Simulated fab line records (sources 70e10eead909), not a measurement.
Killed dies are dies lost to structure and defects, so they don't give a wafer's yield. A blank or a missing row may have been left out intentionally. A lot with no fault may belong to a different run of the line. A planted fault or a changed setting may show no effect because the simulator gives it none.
fab line records | flow nand-harc
record lots=12 | wafers=36 | last-day=24
route steps=1159 shown A_BONDPAD@1088 HYBRID_BOND@1100 THIN_TSV@1116 END@1159
lots that met no fault: from a run of the same line without faults
start-h: hours from the record's first day to the start of the lot's first wafer shown | wait-h: hours elapsed since this lot's preceding step | " the same as in the row above | L1.1+2: one row covering several wafers at once | - either no value or no given start | * or withheld: withheld | < > ~ a bound
route shown NAME@n: names a module that has steps shown in the file, with the first one's number in the route | usual: mean/standard deviation taken from wafers without a fault | same: alike in all rows | chamber/n: place in a boat | sites: the reading at each site | _std_site: the values' standard deviation | _edge_site: outer sites' mean less inner sites' | radius-mm: how far each site lies from the wafer's centre | mask NAME#n: copy n | behind: tool/chamber where the wafer was last shaped | hold: why the lot was held/for how many hours/how that ended | device: the n, p or np transistor that did not switch | end of line: the same wafers' tests at the end of the route | a step without rows: its recipe alone | killed: the dies lost at the first sort to structure and to defects; this is not the yield of the wafer | map: the dies of a wafer, with x for killed, . for not killed, _ for no die there
set.NAME: the setting the step ran with; set.NAME@STEP: the setting that earlier step ran with | model.NAME: the simulator's own value behind a step, which no gauge read
a sample of lots followed through the steps of the route, with each step as a table and each wafer as a row
services: from which hour (start-h, from the record's first day; less than 0 if before it) a tool's chamber was out of use, for how many hours, and why
## steps
# step NHARC_A_BONDPAD_CMP_19
# recipe t-overpolish-s=30 | cu-recess-touch-s=16 | target-thk-nm=169.8
# usual edge-zone-pressure-frac=1.001/0.0049 | motor-current-A=12.0/1.1 | overpolish-run-s=30.000/0.0091 | retaining-ring-pressure-frac=1.001/0.0051 | slurry-flow-ml-min=150.1/0.43
lot.wafer | tool   | chamber | start-h | wait-h | edge-zone-pressure-frac | motor-current-A | overpolish-run-s | retaining-ring-pressure-frac | slurry-flow-ml-min
L990.4    | cmp-01 | 2       | 409.45  | -      | 0.992                   | 12.7            | 29.992           | 1.002                        | 149.9
L990.3    | "      | 3       | "       | "      | 1.003                   | 12.0            | 29.998           | 1.010                        | 150.4
L990.5    | "      | 2       | "       | "      | 1.000                   | 12.6            | 30.012           | 1.002                        | 150.5
L992.2    | cmp-03 | 0       | 411.42  | -      | 1.008                   | 12.5            | 29.987           | 1.001                        | 150.8
L992.3    | "      | 1       | "       | "      | 1.013                   | 11.5            | 30.004           | 0.999                        | 150.1
L992.6    | "      | 2       | "       | "      | 1.007                   | 11.9            | 30.010           | 1.004                        | 149.0
L994.1    | cmp-03 | 1       | 432.15  | -      | 0.999                   | 12.1            | 29.993           | 1.004                        | 149.9
L994.4    | "      | 2       | "       | "      | 1.000                   | 11.9            | 29.993           | 1.002                        | 150.2
L994.3    | "      | 3       | "       | "      | 0.995                   | 13.4            | 30.007           | 1.008                        | 150.3
L997.2    | cmp-01 | 3       | 447.55  | -      | 1.000                   | 12.9            | 30.007           | 1.002                        | 149.6
L997.4    | "      | 0       | "       | "      | 1.001                   | 11.6            | 30.001           | 0.999                        | 150.1
L997.6    | "      | 2       | "       | "      | 1.002                   | 12.1            | 30.000           | 0.999                        | 149.9
L998.1    | cmp-01 | 1       | 461.54  | -      | 0.996                   | 9.7             | 30.004           | 1.002                        | 149.7
L998.2    | "      | 3       | "       | "      | 0.990                   | 11.8            | 29.994           | 0.995                        | 150.6
L998.6    | "      | 1       | "       | "      | 0.998                   | 9.8             | 30.008           | 1.008                        | 150.2
L999.3    | cmp-04 | 2       | 467.37  | -      | 1.007                   | 11.9            | 30.006           | 1.011                        | 149.9
L999.4    | "      | 1       | "       | "      | 0.991                   | 11.0            | 29.993           | 1.000                        | 150.3
L999.5    | "      | 3       | "       | "      | 1.002                   | 11.3            | 29.990           | 1.000                        | 150.2
L104.3    | cmp-04 | 2       | 471.36  | -      | 0.999                   | 12.0            | 29.998           | 1.005                        | 150.1
L104.1    | "      | 3       | "       | "      | 1.005                   | 11.4            | 30.008           | 0.997                        | 150.1
L104.6    | "      | 3       | "       | "      | 1.005                   | 10.9            | 30.011           | 0.991                        | 149.7
L102.3    | cmp-04 | 2       | 474.71  | -      | 1.000                   | 12.2            | 30.016           | 0.996                        | 150.6
L102.2    | "      | 3       | "       | "      | 1.001                   | 11.1            | 29.995           | 0.994                        | 150.4
L102.5    | "      | 1       | "       | "      | 0.998                   | 10.5            | 29.993           | 0.999                        | 150.4
L101.2    | cmp-03 | 0       | 486.08  | -      | 1.001                   | 12.4            | 30.010           | 1.001                        | 149.3
L101.3    | "      | 1       | "       | "      | 1.000                   | 11.5            | 30.012           | 1.003                        | 149.9
L101.1    | "      | 2       | "       | "      | 1.010                   | 11.3            | 30.004           | 0.992                        | 150.3
L109.3    | cmp-03 | 2       | 518.48  | -      | 1.003                   | 12.1            | 30.011           | 1.007                        | 149.8
L109.1    | "      | 3       | "       | "      | 1.006                   | 13.9            | 30.008           | 1.002                        | 149.5
L109.5    | "      | 1       | "       | "      | 1.002                   | 11.9            | 30.011           | 0.994                        | 150.3
L108.3    | cmp-01 | 3       | 519.86  | -      | 0.999                   | 12.2            | 30.016           | 1.000                        | 149.8
L108.6    | "      | 2       | "       | "      | 1.008                   | 12.5            | 29.995           | 1.003                        | 149.8
L108.5    | "      | 3       | "       | "      | 1.007                   | 12.1            | 30.005           | 1.002                        | 150.5
L113.2    | cmp-04 | 0       | 542.16  | -      | 1.004                   | 14.3            | 29.997           | 1.002                        | 150.2
L113.1    | "      | 3       | "       | "      | 1.002                   | 10.8            | 29.988           | 1.002                        | 149.3
L113.6    | "      | 0       | "       | "      | 0.996                   | 13.7            | 30.015           | 1.000                        | 150.9
# step NHARC_HYBRID_BOND_INSPECT_06
# recipe inspect-instrument=ir-void
# usual raw-defect-count=33/15
lot.wafer | tool              | chamber | start-h | wait-h | raw-defect-count
L992.2    | defect-inspect-02 | -       | 425.88  | 0.1    | 12
L992.3    | "                 | -       | "       | "      | 16
L992.6    | "                 | -       | "       | "      | 9
L990.3    | defect-inspect-01 | -       | 425.88  | 0.1    | 34
L990.4    | "                 | -       | "       | "      | 31
L990.5    | "                 | -       | "       | "      | 30
L994.1    | defect-inspect-02 | -       | 445.98  | 0.0    | 17
L994.3    | "                 | -       | "       | "      | 19
L994.4    | "                 | -       | "       | "      | 16
L997.2    | defect-inspect-01 | -       | 457.81  | 0.1    | 32
L997.4    | "                 | -       | "       | "      | 41
L997.6    | "                 | -       | "       | "      | 25
L998.1    | defect-inspect-01 | -       | 472.20  | 0.0    | 33
L998.2    | "                 | -       | "       | "      | 30
L998.6    | "                 | -       | "       | "      | 31
L999.3    | defect-inspect-02 | -       | 477.38  | 0.1    | 57
L999.4    | "                 | -       | "       | "      | 56
L999.5    | "                 | -       | "       | "      | 46
L104.1    | defect-inspect-02 | -       | 484.86  | 0.0    | 26
L104.3    | "                 | -       | "       | "      | 24
L104.6    | "                 | -       | "       | "      | 27
L102.2    | defect-inspect-02 | -       | 484.88  | 0.1    | 15
L102.3    | "                 | -       | "       | "      | 10
L102.5    | "                 | -       | "       | "      | 11
L101.1    | defect-inspect-02 | -       | 499.42  | 0.0    | 35
L101.2    | "                 | -       | "       | "      | 29
L101.3    | "                 | -       | "       | "      | 47
L109.1    | defect-inspect-02 | -       | 529.94  | 0.0    | 15
L109.3    | "                 | -       | "       | "      | 16
L109.5    | "                 | -       | "       | "      | 20
L108.3    | defect-inspect-01 | -       | 529.95  | 0.1    | 67
L108.5    | "                 | -       | "       | "      | 55
L108.6    | "                 | -       | "       | "      | 69
L113.1    | defect-inspect-02 | -       | 552.43  | 0.0    | 20
L113.2    | "                 | -       | "       | "      | 19
L113.6    | "                 | -       | "       | "      | 19
# step NHARC_THIN_TSV_CD_MEAS_12
# recipe target-cd-nm=1000 | landing-energy-ev=500
# usual cd-nm=999.5/1.9
lot.wafer | tool      | chamber | start-h | wait-h | cd-nm
L992.2    | cd-sem-02 | 0       | 428.58  | -      | 998.3
L992.3    | "         | 0       | "       | "      | 996.5
L992.6    | "         | 0       | "       | "      | 1001.0
L990.3    | cd-sem-03 | 0       | 429.78  | -      | 997.5
L990.4    | "         | 0       | "       | "      | 998.9
L990.5    | "         | 0       | "       | "      | 999.3
L994.1    | cd-sem-03 | 0       | 448.69  | -      | 999.9
L994.3    | "         | 0       | "       | "      | 996.4
L994.4    | "         | 0       | "       | "      | 997.2
L997.2    | cd-sem-03 | 0       | 460.50  | -      | 1000.1
L997.4    | "         | 0       | "       | "      | 1000.4
L997.6    | "         | 0       | "       | "      | 997.5
L998.1    | cd-sem-01 | 0       | 474.75  | -      | 996.3
L998.2    | "         | 0       | "       | "      | 995.8
L998.6    | "         | 0       | "       | "      | 997.5
L999.3    | cd-sem-01 | 0       | 481.15  | -      | 997.6
L999.4    | "         | 0       | "       | "      | 998.3
L999.5    | "         | 0       | "       | "      | 999.7
L104.1    | cd-sem-01 | 0       | 487.41  | -      | 999.8
L104.3    | "         | 0       | "       | "      | 1001.9
L104.6    | "         | 0       | "       | "      | 996.4
L102.2    | cd-sem-03 | 0       | 489.80  | -      | 1000.1
L102.3    | "         | 0       | "       | "      | 1001.3
L102.5    | "         | 0       | "       | "      | 999.8
L101.1    | cd-sem-01 | 0       | 503.29  | -      | 997.4
L101.2    | "         | 0       | "       | "      | 997.6
L101.3    | "         | 0       | "       | "      | 998.8
L109.1    | cd-sem-02 | 0       | 532.61  | -      | 999.7
L109.3    | "         | 0       | "       | "      | 998.4
L109.5    | "         | 0       | "       | "      | 998.9
L108.3    | cd-sem-02 | 0       | 533.83  | -      | 1000.9
L108.5    | "         | 0       | "       | "      | 998.4
L108.6    | "         | 0       | "       | "      | 1002.2
L113.1    | cd-sem-02 | 0       | 555.02  | -      | 1001.8
L113.2    | "         | 0       | "       | "      | 1002.0
L113.6    | "         | 0       | "       | "      | 1000.2
# step NHARC_THIN_TSV_PVD_51
# recipe target-thk-a=1000 | chamber-pressure-pa=5 | material=Cu
# usual chamber-pressure-pa=4.999/0.01 | throttle-valve-pct=30.0/0.68
lot.wafer | tool           | chamber | start-h | wait-h | chamber-pressure-pa | throttle-valve-pct
L992.3    | pvd-sputter-02 | -       | 431.65  | -      | 5.001               | 29.2
L992.2    | "              | -       | "       | "      | 5.008               | 30.1
L992.6    | "              | -       | "       | "      | 4.994               | 29.3
L990.4    | pvd-sputter-01 | -       | 432.84  | -      | 4.981               | 30.6
L990.3    | "              | -       | "       | "      | 5.003               | 31.6
L990.5    | "              | -       | "       | "      | 4.988               | 30.7
L994.4    | pvd-sputter-01 | -       | 451.97  | -      | 5.002               | 29.1
L994.3    | "              | -       | "       | "      | 5.007               | 29.3
L994.1    | "              | -       | "       | "      | 4.990               | 30.5
L997.2    | pvd-sputter-02 | -       | 463.56  | -      | 5.005               | 30.2
L997.4    | "              | -       | "       | "      | 4.998               | 29.5
L997.6    | "              | -       | "       | "      | 5.006               | 29.8
L998.1    | pvd-sputter-03 | -       | 477.92  | -      | 5.009               | 30.4
L998.2    | "              | -       | "       | "      | 5.010               | 30.4
L998.6    | "              | -       | "       | "      | 5.000               | 29.8
L999.4    | pvd-sputter-03 | -       | 484.62  | -      | 5.012               | 30.1
L999.3    | "              | -       | "       | "      | 4.992               | 30.3
L999.5    | "              | -       | "       | "      | 5.006               | 29.9
L104.3    | pvd-sputter-03 | -       | 490.58  | -      | 5.007               | 29.6
L104.1    | "              | -       | "       | "      | 4.999               | 29.8
L104.6    | "              | -       | "       | "      | 4.992               | 30.7
L102.3    | pvd-sputter-03 | -       | 493.06  | -      | 5.007               | 29.6
L102.2    | "              | -       | "       | "      | 5.005               | 30.1
L102.5    | "              | -       | "       | "      | 4.987               | 29.8
L101.2    | pvd-sputter-03 | -       | 506.34  | -      | 5.002               | 29.6
L101.3    | "              | -       | "       | "      | 5.001               | 29.8
L101.1    | "              | -       | "       | "      | 4.982               | 29.7
L109.1    | pvd-sputter-02 | -       | 535.73  | -      | -                   | -
L109.3    | "              | -       | "       | "      | -                   | -
L109.5    | "              | -       | "       | "      | -                   | -
L108.3    | pvd-sputter-03 | -       | 536.91  | -      | -                   | -
L108.5    | "              | -       | "       | "      | -                   | -
L108.6    | "              | -       | "       | "      | -                   | -
L113.1    | pvd-sputter-02 | -       | 558.09  | -      | 4.999               | 30.8
L113.2    | "              | -       | "       | "      | 4.998               | 29.6
L113.6    | "              | -       | "       | "      | 5.006               | 28.8
# step NHARC_END_SORT_01
# recipe temp-c=25
# usual defect-limited-yield=95.3/1.7 | killed-at-array=28/11 | killed-at-other=0.7/1.1 | killed-at-periphery=2.9/2 | killed-dies=32/11 | killed-open=3.2/1.8 | killed-short=2.0/1.4 | sort_bin_2_pct=1.5/0.67 | sort_bin_3_pct=0.28/0.24 | sort_bin_4_pct=2.9/1.1 | sort-n-pass=645/11 | sort-rim-yield-pct=95.7/2.6 | sort-yield-pct=95.3/1.7
# same gross-dies=677 | sort_bin_5_pct[%]=0 | sort_bin_6_pct[%]=0 | sort_bin_7_pct[%]=0 | sort_bin_8_pct[%]=0 | sort-rim-n-gross=106.00
lot.wafer | tool      | chamber | start-h | wait-h | defect-limited-yield[%] | killed-at-array | killed-at-other | killed-at-periphery | killed-dies | killed-open | killed-short | sort_bin_2_pct[%] | sort_bin_3_pct[%] | sort_bin_4_pct[%] | sort-n-pass | sort-rim-yield-pct[%] | sort-yield-pct[%]
L990.3    | prober-02 | 0       | 444.92  | 3.1    | 95.3                    | 27              | 2               | 3                   | 32          | 3           | 2            | 1.3               | 0.59              | 2.8               | 645         | 96.2                  | 95.3
L990.4    | prober-02 | 0       | 445.71  | 3.4    | 95.4                    | 29              | 0               | 2                   | 31          | 3           | 2            | 1.2               | 0.15              | 3.2               | 646         | 96.2                  | 95.4
L990.5    | prober-02 | 0       | 446.51  | 3.7    | 96.0                    | 26              | 0               | 1                   | 27          | 4           | 0            | 1.6               | 0.15              | 2.2               | 650         | 95.3                  | 96.0
L102.3    | prober-02 | 0       | 511.57  | 3.1    | 97.9                    | 13              | 0               | 1                   | 14          | 3           | 2            | 0.6               | 0.30              | 1.2               | 663         | 97.2                  | 97.9
L101.1    | prober-02 | 0       | 517.75  | 2.5    | 94.7                    | 30              | 2               | 4                   | 36          | 3           | 2            | 1.8               | 0.44              | 3.1               | 641         | 92.5                  | 94.7
L109.1    | prober-01 | 0       | 547.89  | 2.5    | 0                       | 12              | 662             | 3                   | 677         | 2           | 1            | 98.5              | 0                 | 1.5               | 0           | 0                     | 0
L109.3    | prober-01 | 0       | 549.49  | 3.1    | 0                       | 17              | 660             | 0                   | 677         | 1           | 5            | 98.1              | 0.44              | 1.5               | 0           | 0                     | 0
L109.5    | prober-01 | 0       | 551.09  | 3.7    | 0                       | 20              | 652             | 5                   | 677         | 6           | 1            | 97.6              | 0                 | 2.4               | 0           | 0                     | 0
L108.3    | prober-02 | 0       | 549.54  | 3.1    | 0                       | 54              | 620             | 3                   | 677         | 2           | 1            | 94.1              | 0.59              | 5.3               | 0           | 0                     | 0
L108.5    | prober-02 | 0       | 551.14  | 3.7    | 0                       | 43              | 632             | 2                   | 677         | 2           | 3            | 95.9              | 0.44              | 3.7               | 0           | 0                     | 0
L108.6    | prober-02 | 0       | 551.94  | 4.0    | 0                       | 45              | 632             | 0                   | 677         | 1           | 1            | 96.2              | 0.59              | 3.2               | 0           | 0                     | 0
# killed by level:class
L990.3 A_CHANNEL_HOLE_D1:chamber-film-flake=14 A_SLIT:chamber-film-flake=7 P_STI:chamber-film-flake=3 A_STAIRCASE:chamber-film-flake=3 STARTING-WAFER:geometric-particle:open=2 A_WL_FILL:geometric-particle:open=1 A_CONTACT:geometric-particle:short=1 A_M0:geometric-particle:short=1
L990.4 A_SLIT:chamber-film-flake=10 A_CHANNEL_HOLE_D1:chamber-film-flake=8 A_CONTACT:chamber-film-flake=4 A_CHANNEL_HOLE_D1:geometric-particle:short=2 A_ZERO_WELL:chamber-film-flake=2 P_GATE:geometric-particle:open=1 A_ONON_D1:geometric-particle:open=1 A_BLC:geometric-particle:open=1
L990.5 A_CHANNEL_HOLE_D1:chamber-film-flake=11 A_SLIT:chamber-film-flake=4 A_CONTACT:chamber-film-flake=4 A_WL_FILL:geometric-particle:open=2 A_SGD_CUT:geometric-particle:open=1 A_CONTACT:geometric-particle:open=1 P_STI:chamber-film-flake=1 A_ZERO_WELL:chamber-film-flake=1
L102.3 A_CHANNEL_HOLE_D1:chamber-film-flake=3 A_CONTACT:chamber-film-flake=3 A_SGD_CUT:chamber-film-flake=2 P_M1:geometric-particle:open=1 A_ONON_D1:geometric-particle:short=1 A_SLIT:geometric-particle:open=1 A_WL_FILL:geometric-particle:open=1 A_M0:geometric-particle:short=1
L101.1 A_SLIT:chamber-film-flake=12 A_CONTACT:chamber-film-flake=7 A_CHANNEL_HOLE_D1:chamber-film-flake=5 A_ZERO_WELL:chamber-film-flake=3 P_M0:geometric-particle:short=1 A_SOURCE_PLATE:geometric-particle:short=1 A_CONTACT:geometric-particle:open=1 A_M0:geometric-particle:open=1
L109.1 THIN_TSV:area-pvd=662 A_CHANNEL_HOLE_D1:chamber-film-flake=4 A_STAIRCASE:chamber-film-flake=3 A_CONTACT:chamber-film-flake=2 P_M0:geometric-particle:open=1 A_WL_FILL:geometric-particle:short=1 A_CONTACT:geometric-particle:open=1 P_ZERO_WELL:chamber-film-flake=1
L109.3 THIN_TSV:area-pvd=658 A_WL_FILL:chamber-film-flake=4 A_CHANNEL_HOLE_D1:chamber-film-flake=2 A_CONTACT:chamber-film-flake=2 THIN_TSV:chamber-film-flake=2 A_SOURCE_PLATE:geometric-particle:open=1 A_ONON_D1:geometric-particle:short=1 A_CHANNEL_HOLE_D1:geometric-particle:short=1
L108.3 THIN_TSV:area-pvd=620 A_CHANNEL_HOLE_D1:chamber-film-flake=22 A_SLIT:chamber-film-flake=20 A_CONTACT:chamber-film-flake=6 A_STAIRCASE:chamber-film-flake=4 P_CONTACT:geometric-particle:open=1 P_M1:geometric-particle:open=1 A_SOURCE_PLATE:geometric-particle:short=1
L109.5 THIN_TSV:area-pvd=652 A_CHANNEL_HOLE_D1:chamber-film-flake=5 A_WL_FILL:chamber-film-flake=4 A_M0:chamber-film-flake=4 A_SOURCE_PLATE:geometric-particle:open=3 P_GATE:chamber-film-flake=2 A_CONTACT:chamber-film-flake=2 P_CONTACT:geometric-particle:open=1
L108.5 THIN_TSV:area-pvd=632 A_CHANNEL_HOLE_D1:chamber-film-flake=23 A_SLIT:chamber-film-flake=12 A_CONTACT:chamber-film-flake=3 P_STI:geometric-particle:open=1 P_M0:geometric-particle:open=1 A_CHANNEL_HOLE_D1:geometric-particle:short=1 A_CHANNEL_FILL_D1:geometric-particle:short=1
L108.6 THIN_TSV:area-pvd=632 A_CHANNEL_HOLE_D1:chamber-film-flake=23 A_SLIT:chamber-film-flake=11 A_CONTACT:chamber-film-flake=8 A_CHANNEL_FILL_D1:geometric-particle:short=1 A_CHANNEL_FILL_D1:geometric-particle:open=1 A_WL_FILL:chamber-film-flake=1
## services
tool           | chamber | start-h | hours | kind
pvd-sputter-02 | -       | 385.61  | 10.0  | repair
cmp-04         | -       | 407.49  | 4.0   | pm
cmp-04         | -       | 411.49  | -     | consumable-replace:conditioner
cmp-04         | -       | 411.49  | -     | consumable-replace:pad
pvd-sputter-03 | -       | 418.19  | 5.3   | repair
cmp-01         | -       | 422.37  | 7.6   | repair
pvd-sputter-03 | -       | 431.64  | 1.4   | repair
cmp-03         | -       | 436.45  | 0.8   | repair
cmp-03         | -       | 450.09  | 4.0   | pm
cmp-03         | -       | 454.09  | -     | consumable-replace:conditioner
cmp-03         | -       | 454.09  | -     | consumable-replace:pad
cmp-01         | -       | 455.11  | 1.2   | repair
pvd-sputter-03 | -       | 458.00  | 10.0  | pm
cmp-01         | -       | 473.50  | 4.0   | pm
cmp-01         | -       | 477.50  | -     | consumable-replace:conditioner
cmp-01         | -       | 477.50  | -     | consumable-replace:pad
cmp-04         | -       | 505.50  | 4.0   | pm
cmp-04         | -       | 509.50  | -     | consumable-replace:conditioner
pvd-sputter-01 | -       | 514.05  | 10.0  | pm
cmp-01         | -       | 537.97  | 1.3   | repair
pvd-sputter-03 | -       | 547.26  | 8.7   | repair
cmp-03         | -       | 548.09  | 4.0   | pm
cmp-01         | -       | 550.40  | 0.8   | repair
cmp-03         | -       | 552.67  | 0.5   | repair
## key
first-sign step=NHARC_THIN_TSV_PVD_51 | reading=tool-record | direction=missing
effect step=NHARC_END_SORT_01 | reading=killed-at-other | direction=up | sigmas=99+ | usual=0.7 | struck=643
more-kills-born-at NHARC_THIN_TSV_PVD_51@pvd-sputter-02=1972 | NHARC_THIN_TSV_PVD_51@pvd-sputter-03=1884
met-at NHARC_THIN_TSV_PVD_51
struck-lots L108,L109
later-rows-left-out L108.3,L108.5,L108.6,L109.1,L109.3,L109.5
not-acting-at NHARC_A_BONDPAD_CMP_19,NHARC_HYBRID_BOND_INSPECT_06,NHARC_THIN_TSV_CD_MEAS_12
onset-between 506.34 535.73
fault kind=skipped-step-whole | tool=pvd-sputter-02,pvd-sputter-03 | chamber=- | onset-h=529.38 | steps=NHARC_THIN_TSV_PVD_51 | scope=struck-lots-only
# later-rows-left-out: the simulator's readings of these wafers behind a module that went badly wrong aren't trusted and aren't shown, but for the sort
